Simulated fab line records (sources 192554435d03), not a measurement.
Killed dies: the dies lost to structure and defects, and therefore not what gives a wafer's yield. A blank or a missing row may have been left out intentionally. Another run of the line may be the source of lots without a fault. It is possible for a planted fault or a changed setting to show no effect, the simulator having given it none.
Which tool did it? ; flow n5Finfet ; 10 lots with 27 wafers sampled at 6 steps, on a route of 1938 steps

## WHAT EACH GAUGE READ, for each wafer
N5_BEOL_M15_THK_MEAS_50: measures by xrf. Usual: M15_THK gives 850 nm (standard deviation 21).
lot;measured;on;M15_THK (nm);flag
L944;day 12 00:31;filmMetro-01;857 841 868;
L946;day 12 14:27;filmMetro-02;836 846 836;
L950;day 13 21:08;filmMetro-02;857 832 839;
L953;day 14 13:12;filmMetro-02;817 824 875;
L954;day 14 13:50;filmMetro-02;829 879 828;
L957;day 15 03:01;filmMetro-02;829 874 821;
L958;day 15 23:26;filmMetro-01;840 880 852;
L960;day 15 23:38;filmMetro-01;592 874;OFF
L963;day 16 18:35;filmMetro-02;598 851;OFF
L961;day 17 08:24;filmMetro-01;610 827;OFF

N5_BEOL_M15_RS_MEAS_54: uses a four-point probe to measure. Usual: M15_RS gives 0.0217 ohm/sq (standard deviation 0.00054).
lot;measured;on;M15_RS (ohm/sq);flag
L944;day 12 00:38;filmMetro-02;0.0216 0.0221 0.0213;
L946;day 12 14:35;filmMetro-01;0.0222 0.0220 0.0221;
L950;day 13 21:16;filmMetro-02;0.0214 0.0221 0.0219;
L953;day 14 13:20;filmMetro-02;0.0224 0.0224 0.0211;
L954;day 14 14:00;filmMetro-02;0.0221 0.0208 0.0223;
L957;day 15 03:09;filmMetro-01;0.0221 0.0209 0.0222;
L958;day 15 23:34;filmMetro-01;0.0223 0.0212 0.0220;
L960;day 15 23:46;filmMetro-01;0.0315 0.0212;OFF
L963;day 16 18:43;filmMetro-01;0.0308 0.0216;OFF
L961;day 17 08:32;filmMetro-01;0.0305 0.0223;OFF

## WHICH TOOL RAN EACH LOT (tool, then ch and the chambers of the sampled wafers, then the start)
lot;N5_BEOL_M15_TRENCH_ETCH_34;N5_BEOL_M15_STRIP_36;N5_BEOL_M15_DEGAS_41;N5_BEOL_M15_PRE_CLEAN_42
L944;rieDiel-06 ch 1,2,3, day 11 21:34;rieDiel-03 ch 1,2,3, day 11 22:34;pvdSputter-01, day 11 23:14;pvdSputter-01, day 11 23:16
L946;rieDiel-04 ch 1,3, day 12 09:52;rieDiel-04 ch 0,1,3, day 12 12:10;pvdSputter-03, day 12 12:39;pvdSputter-03, day 12 12:41
L950;rieDiel-04 ch 0,2,3, day 13 16:29;rieDiel-04 ch 0,1, day 13 19:18;pvdSputter-01, day 13 19:57;pvdSputter-01, day 13 19:59
L953;rieDiel-04 ch 1,2,3, day 14 06:17;rieDiel-03 ch 1,3, day 14 11:27;pvdSputter-01, day 14 12:00;pvdSputter-01, day 14 12:02
L954;rieDiel-03 ch 1,3, day 14 07:10;rieDiel-06 ch 0,2,3, day 14 11:38;pvdSputter-02, day 14 12:16;pvdSputter-02, day 14 12:19
L957;rieDiel-04 ch 2,3, day 14 23:03;rieDiel-04 ch 0,3, day 15 01:17;pvdSputter-01, day 15 01:50;pvdSputter-01, day 15 01:52
L958;rieDiel-03 ch 0,1,3, day 15 21:07;rieDiel-06 ch 2,3, day 15 21:32;pvdSputter-02, day 15 21:52;pvdSputter-02, day 15 21:55
L960;rieDiel-04 ch 2,3, day 15 21:08;rieDiel-03 ch 0,1, day 15 21:34;pvdSputter-03, day 15 21:55;pvdSputter-03, day 15 21:57
L963;rieDiel-04 ch 1, day 16 15:22;rieDiel-04 ch 2,3, day 16 16:48;pvdSputter-01, day 16 17:23;pvdSputter-01, day 16 17:26
L961;rieDiel-04 ch 1,3, day 17 03:47;rieDiel-06 ch 1,3, day 17 06:36;pvdSputter-01, day 17 07:13;pvdSputter-01, day 17 07:15
- N5_BEOL_M15_TRENCH_ETCH_34: etches SiO2 in C4F8/O2/Ar, target depth 872.93 nm, time 199 s.
- N5_BEOL_M15_STRIP_36: strips in O2.
- N5_BEOL_M15_DEGAS_41: time 60 s.
- N5_BEOL_M15_PRE_CLEAN_42: time 30 s.

## WHAT THE TOOLS THEMSELVES READ (means of the sampled wafers that have a number; where no wafer has one, the mark that the record gives instead)
N5_BEOL_M15_TRENCH_ETCH_34. Usual: biasW 2041 W, standard deviation 6.3; drypumpMotorCurrentA 5.6 A, standard deviation 0.43; heInnerTorr 14.993 Torr, standard deviation 0.029; oes_o_777_au 0.80 a.u., standard deviation 0.097; oesProductAu 0.79 a.u., standard deviation 0.091; rfVppV 2221 V, standard deviation 78; showerheadPlenumPTorr 3.43 Torr, standard deviation 0.11; throttleValvePct 31.02 %, standard deviation 0.25.
lot;tool;biasW (W);drypumpMotorCurrentA (A);heInnerTorr (Torr);oes_o_777_au (a.u.);oesProductAu (a.u.);rfVppV (V);showerheadPlenumPTorr (Torr);throttleValvePct (%);flag
L944;rieDiel-06;2040;6.0;14.998;0.73;0.75;2268;3.41;30.89;
L946;rieDiel-04;2036;5.2;15.029;0.82;0.78;2163;3.36;30.89;
L950;rieDiel-04;2038;5.6;15.012;0.85;0.81;2162;3.46;31.10;
L953;rieDiel-04;2041;5.4;14.990;0.85;0.81;2164;3.46;31.04;
L954;rieDiel-03;2045;5.7;14.986;0.82;0.83;2315;3.59;31.17;
L957;rieDiel-04;2045;5.4;14.979;0.88;0.85;2163;3.44;31.09;
L958;rieDiel-03;2041;5.6;14.983;0.76;0.76;2309;3.51;31.20;
L960;rieDiel-04;2034;5.5;15.009;0.88;0.78;2164;3.48;31.06;
L963;rieDiel-04;2042;5.3;14.969;0.99;0.87;2162;3.38;30.52;
L961;rieDiel-04;2039;5.2;14.979;0.90;0.78;2160;3.35;30.69;

N5_BEOL_M15_STRIP_36. Usual: drypumpMotorCurrentA 5.6 A, standard deviation 0.46; oesProductAu 0.81 a.u., standard deviation 0.086; rfVppV 3.5 V, standard deviation 0.93; showerheadPlenumPTorr 2.11 Torr, standard deviation 0.077; throttleValvePct 16.75 %, standard deviation 0.2.
lot;tool;drypumpMotorCurrentA (A);oesProductAu (a.u.);rfVppV (V);showerheadPlenumPTorr (Torr);throttleValvePct (%);flag
L944;rieDiel-03;5.7;0.86;3.9;2.14;16.64;
L946;rieDiel-04;5.5;0.73;4.2;2.07;16.84;
L950;rieDiel-04;5.4;0.68;2.8;2.07;16.85;
L953;rieDiel-03;5.7;0.83;4.1;2.20;16.84;
L954;rieDiel-06;5.8;0.84;3.9;2.06;16.54;
L957;rieDiel-04;5.4;0.76;4.0;2.06;16.88;
L958;rieDiel-06;6.1;0.88;2.8;2.07;16.53;
L960;rieDiel-03;5.2;0.75;3.3;2.13;16.84;
L963;rieDiel-04;5.5;0.84;3.5;2.14;16.83;
L961;rieDiel-06;6.0;0.76;2.7;2.08;16.75;

N5_BEOL_M15_DEGAS_41. Usual: heaterPowerW 475 W, standard deviation 33; susceptorTempC 300.00 C, standard deviation 0.19.
lot;tool;heaterPowerW (W);susceptorTempC (C);flag
L944;pvdSputter-01;459;300.02;
L946;pvdSputter-03;462;299.95;
L950;pvdSputter-01;490;299.95;
L953;pvdSputter-01;484;300.12;
L954;pvdSputter-02;491;300.09;
L957;pvdSputter-01;467;299.93;
L958;pvdSputter-02;445;299.89;
L960;pvdSputter-03;441;299.96;
L963;pvdSputter-01;472;300.01;
L961;pvdSputter-01;486;300.19;

N5_BEOL_M15_PRE_CLEAN_42. Usual: heaterPowerW 474 W, standard deviation 34; susceptorTempC 300.00 C, standard deviation 0.18.
lot;tool;heaterPowerW (W);susceptorTempC (C);flag
L944;pvdSputter-01;452;300.13;
L946;pvdSputter-03;462;299.91;
L950;pvdSputter-01;494;299.95;
L953;pvdSputter-01;477;300.06;
L954;pvdSputter-02;504;299.83;
L957;pvdSputter-01;470;300.00;
L958;pvdSputter-02;441;299.94;
L960;pvdSputter-03;440;300.02;
L963;pvdSputter-01;474;300.00;
L961;pvdSputter-01;502;299.71;

## THE ANSWER, worked out from the rows above alone
Rule: take the mean of a lot's wafers that have a number; if it is more than 3 standard deviations from the usual mean, the lot is off. A lot without any number at a reading at which 4 lots or more have one is off too. All remaining lots with rows at the step are treated as sound. After the gauges, taken in route order, come the tools' own readings; for these a lot's mean is taken, as printed above. At the first step where some lot is off, the reading lying furthest off is the one used; lots without a number count as furthest.
Off: at N5_BEOL_M15_THK_MEAS_50 (M15_THK), L960, L963, L961.
A tool fits if, at a process step before that reading, it ran every lot that is off, and no sound lot after the first of them. Those tools and the gauges at N5_BEOL_M15_THK_MEAS_50 are tried in the same way. One candidate fits, namely rieDiel-04 at N5_BEOL_M15_TRENCH_ETCH_34. Its last sound lot is L957 (day 14 23:03), its first lot that is off L960 (day 15 21:08): a fault that began between those two fits.

## WHAT HAD BEEN PUT IN BY THE SIMULATOR
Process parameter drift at N5_BEOL_M15_TRENCH_ETCH_34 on rieDiel-04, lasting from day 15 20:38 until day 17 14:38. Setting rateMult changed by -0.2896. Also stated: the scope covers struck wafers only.
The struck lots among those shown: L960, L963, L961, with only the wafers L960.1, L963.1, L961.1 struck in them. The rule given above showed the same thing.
